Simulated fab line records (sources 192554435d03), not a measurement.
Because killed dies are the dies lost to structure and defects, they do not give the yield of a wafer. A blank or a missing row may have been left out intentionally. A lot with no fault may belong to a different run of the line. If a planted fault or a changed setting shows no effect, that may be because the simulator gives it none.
A struck lot beside a sound one | flow n5Finfet | 23 steps out of a route of 1938
Sound: the wafers L158.3, L158.4, L158.5. Struck: wafer L155.4. (L155.3 of the same lot was not struck and is left out.) The cause comes at the end.
At each step with rows: each side's tool, then ch and its chambers, then its first start. Under that, the readings that differ: sound wafers | struck wafers | difference of the means | sigmas: that difference in standard deviations of wafers without a fault.
alike: same words and numbers on both sides, and readings whose means sit less than 2 such deviations apart. not compared: any withheld reading, any reading some wafer has no value for, any bound like >300 that may hide the same value, and any number with overlapping values for which the record gives no deviation.
Wherever a step has rows on one side only, a row that says differs or no value, or a row with sigmas, the two part there. Non-overlapping numbers with no deviation appear without sigmas and do not part them. A reading missing from all wafers of one side parts the sides only when that side holds two or more wafers.

first, 3 steps without rows for these wafers: N5_PMOS_HMC_CHANNEL_EPI_EXPOSE_06 (exposes mask PMOS HMC BLK, target cd 240 nm); N5_PMOS_HMC_CHANNEL_EPI_PEB_07 (peb time 60 s); N5_PMOS_HMC_CHANNEL_EPI_DEVELOP_08 (develop time 30 s).
N5_PMOS_HMC_CHANNEL_EPI_CD_MEAS_09: target cd 237.4 nm.
  sound on cdSem-03 ch 0, day 6 12:23; struck on cdSem-01 ch 0, day 5 17:38
  alike: cdNm
N5_PMOS_HMC_CHANNEL_EPI_OVL_MEAS_10:
  sound on overlay-02 ch 0, day 6 12:25; struck on overlay-02 ch 0, day 5 17:40
  alike: PMOS_HMC_BLK_OVL
N5_PMOS_HMC_CHANNEL_EPI_INSPECT_11: inspects for defects (macro).
  struck on defectInspect-02, day 5 17:41; sound on defectInspect-01, day 6 12:27
  alike: rawDefectCount
N5_PMOS_HMC_CHANNEL_EPI_DESCUM_14: chemistry O2, time 7.9 s.
  sound on rieDiel-02 ch 0,2,3, day 6 12:37; struck on rieDiel-02 ch 1, day 5 17:43
  alike: drypumpMotorCurrentA, oesProductAu, rfFwdPowerW, rfVppV, showerheadPlenumPTorr, throttleValvePct
  not compared: rfHoursCounterH
then, 1 step without rows for these wafers: N5_PMOS_HMC_CHANNEL_EPI_ETCH_32 (etches BARC in N2/H2, stops on SiO2, target depth 85.8 nm, time 50.3 s).
N5_PMOS_HMC_CHANNEL_EPI_HM_OPEN_15: chemistry CHF3/O2, target SiO2, target depth 40.6 nm, time 20.3 s.
  sound on rieDiel-02 ch 0,2,3, day 6 12:41; struck on rieDiel-02 ch 1, day 5 17:48
  alike: O2_flow_sccm, drypumpMotorCurrentA, oesProductAu, rfFwdPowerW, rfVppV, showerheadPlenumPTorr, throttleValvePct
  not compared: rfHoursCounterH
N5_PMOS_HMC_CHANNEL_EPI_STRIP_33: strips in N2/H2.
  sound on rieDiel-02 ch 0,2,3, day 6 12:44; struck on rieDiel-02 ch 1, day 5 17:51
  alike: drypumpMotorCurrentA, oesProductAu, rfVppV, showerheadPlenumPTorr, throttleValvePct
  not compared: rfHoursCounterH
then, 1 step without rows for these wafers: N5_PMOS_HMC_CHANNEL_EPI_STRIP_17 (strips in SPM, time 750 s).
N5_PMOS_HMC_CHANNEL_EPI_ETCH_38: etches SiO2 in CF4, target depth 1.5 nm.
  sound on rieSi-02 ch 2,3, day 6 13:03; struck on rieSi-06 ch 2, day 5 18:10
reading                  | sound       | struck | difference | sigmas
drypumpMotorCurrentA (A) | 6.4 6.4 6.4 | 5.0    | -1.4       | -3
  alike: oesProductAu, rfFwdPowerW, throttleValvePct
  not compared: rfHoursCounterH
N5_PMOS_HMC_CHANNEL_EPI_FIN_RECESS_16: chemistry HBr/Cl2, target Si, target depth 54 nm, time 18 s.
  sound on rieSi-02 ch 2,3, day 6 13:04; struck on rieSi-06 ch 2, day 5 18:11
reading                                        | sound            | struck | difference | sigmas
drypumpMotorCurrentA (A)                       | 6.4 6.4 6.4      | 5.0    | -1.4       | -3
model.etch.depthNm (nm)                        | 53.19 53.78 53.6 | 50.83  | -2.69      | 
model.PMOS_HMC_CHANNEL_EPI.featureDepthNm (nm) | 53.19 53.78 53.6 | 50.83  | -2.69      | 
  alike: oesProductAu, throttleValvePct
  not compared: rfFwdPowerW, rfHoursCounterH
then, 6 steps without rows for these wafers: N5_PMOS_HMC_CHANNEL_EPI_PRECLEAN_36 (cleans in O3/DIW, time 45 s); N5_PMOS_HMC_CHANNEL_EPI_PRECLEAN_18 (cleans in DHF, time 30 s); N5_PMOS_HMC_CHANNEL_EPI_SRD_19 (time 30 s); N5_PMOS_HMC_CHANNEL_EPI_EPI_20 (deposits SiGe30, target thk 59 nm); N5_PMOS_HMC_CHANNEL_EPI_HM_STRIP_35 (strips SiO2 in dHF, material SiO2, target depth 39.6 nm, time 216 s); N5_PMOS_HMC_CHANNEL_EPI_SRD_39 (time 30 s).
N5_PMOS_HMC_CHANNEL_EPI_CMP_21: polishes SiGe30, target thk 54 nm.
  sound on cmp-04 ch 0,2, day 6 14:37; struck on cmp-04 ch 2, day 5 20:44
  alike: motorCurrentA, retainingRingPressureFrac
N5_PMOS_HMC_CHANNEL_EPI_THK_MEAS_22:
  struck on filmMetro-02, day 5 21:00; sound on filmMetro-01, day 6 14:52
reading          | sound          | struck | difference | sigmas
HMC_CMP_THK (nm) | 53.2 53.8 53.6 | 50.9   | -2.6       | -4
then, 1 step without rows for these wafers: N5_PMOS_HMC_CHANNEL_EPI_PRECLEAN_40 (cleans in DHF, time 30 s).
N5_PASSIVATION_PROBE_49:
  the record has rows for the sound wafers here (prober-01, day 18 06:59) and none for the struck ones

== WHERE THEY PART ==
Earliest at N5_PMOS_HMC_CHANNEL_EPI_ETCH_38; latest, in this record, at N5_PASSIVATION_PROBE_49.

WHY: whatever the simulator had introduced
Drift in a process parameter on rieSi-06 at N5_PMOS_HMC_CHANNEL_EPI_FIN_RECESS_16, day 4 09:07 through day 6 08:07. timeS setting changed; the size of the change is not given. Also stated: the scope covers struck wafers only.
